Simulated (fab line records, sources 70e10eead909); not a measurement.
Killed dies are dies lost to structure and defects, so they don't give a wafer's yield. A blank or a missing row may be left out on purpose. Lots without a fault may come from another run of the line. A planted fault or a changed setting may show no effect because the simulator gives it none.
A struck lot beside a sound one | flow nand_harc | 14 steps out of a route of 1302
Sound: wafers L570.2, L570.5, L570.6. Struck: wafers L585.1, L585.3, L585.4. The cause comes at the end.
At each step with rows: each side's tool, then ch and its chambers, then its first start. Under that, the readings that differ: sound wafers | struck wafers | difference of the means | sigmas: that difference in standard deviations of wafers without a fault.
alike: readings whose means differ by less than 2 such deviations, and words and numbers that are the same on both sides. not compared: withheld readings, readings that some wafer has no value for, bounds like >300 that may hide the same value, and numbers for which the record gives no deviation and whose values overlap.
The two part at a step that has a row with sigmas, a row that says differs or no value, or rows on one side only. Numbers that don't overlap but have no deviation are shown without sigmas and don't part them. A reading that every wafer of one side lacks parts them only if that side has two wafers or more.

NHARC_A_SOURCE_PLATE_THK_MEAS_09: measures by ellipsometry.
  sound on film_metro-02, day 9 08:17; struck on film_metro-01, day 15 20:10
  alike: thk_nm
then, 3 steps without rows for these wafers: NHARC_A_SOURCE_PLATE_PVD_04 (deposits WSi2, target thk 50 nm); NHARC_A_SOURCE_PLATE_CVD_03 (deposits poly-Si, target thk 200 nm, time 4000 s); NHARC_A_SOURCE_PLATE_ANNEAL_05 (time 1800 s).
NHARC_A_SOURCE_PLATE_THK_MEAS_06: measures by ellipsometry.
  sound on film_metro-01, day 10 02:21; struck on film_metro-01, day 16 08:44
  alike: thk_nm
NHARC_A_SOURCE_PLATE_INSPECT_08:
  sound on defect_inspect-01, day 10 02:26; struck on defect_inspect-02, day 16 08:49
  alike: raw_defect_count
then, 1 step without rows for these wafers: NHARC_A_ONON_D1_DEP_00 (target thk 1000 nm).
NHARC_A_ONON_D1_THK_MEAS_02: measures by ellipsometry.
  sound on film_metro-01, day 10 03:01; struck on film_metro-01, day 16 09:25
  alike: thk_nm
then, 1 step without rows for these wafers: NHARC_A_ONON_D1_DEP_03 (target thk 1000 nm).
NHARC_A_ONON_D1_THK_MEAS_05: measures by ellipsometry.
  sound on film_metro-02, day 10 03:35; struck on film_metro-02, day 16 09:59
  alike: thk_nm
NHARC_A_ONON_D1_DEP_06: target thk 1000 nm.
  sound on pecvd_onon-01 ch 0, day 10 03:41; struck on pecvd_onon-01 ch 0, day 16 10:02
  alike: sih4_flow_sccm
NHARC_A_ONON_D1_THK_MEAS_08: measures by ellipsometry.
  sound on film_metro-01, day 10 04:08; struck on film_metro-01, day 16 10:32
  reading     | sound          | struck      | difference | sigmas
  thk_nm (nm) | 1003 1004 1005 | 699 697 696 | -307       | -26
then, 1 step without rows for these wafers: NHARC_A_ONON_D1_DEP_09 (target thk 1000 nm).
-- the record jumps here: 17 days lie between the struck wafers' starts before and after (it left off in module A_ONON_D1 and takes up again in module END, whose first step shown is number 1302 of the route) --
NHARC_END_SORT_01:
  sound on prober-01 ch 0, day 27 07:40; struck on prober-01 ch 0, day 33 03:19
  reading         | sound    | struck      | difference | sigmas
  killed_at_array | 34 30 32 | 674 677 672 | +642       | +29
  killed_at_other | 2 3 4    | 1 0 0       | -3         | -2
  killed_dies     | 38 36 38 | 677 677 677 | +640       | +29
  alike: killed_at_periphery, killed_open, killed_short

WHERE THEY PART
First at NHARC_A_ONON_D1_THK_MEAS_08; last, within this record, at NHARC_END_SORT_01.

WHY: what the simulator had put in
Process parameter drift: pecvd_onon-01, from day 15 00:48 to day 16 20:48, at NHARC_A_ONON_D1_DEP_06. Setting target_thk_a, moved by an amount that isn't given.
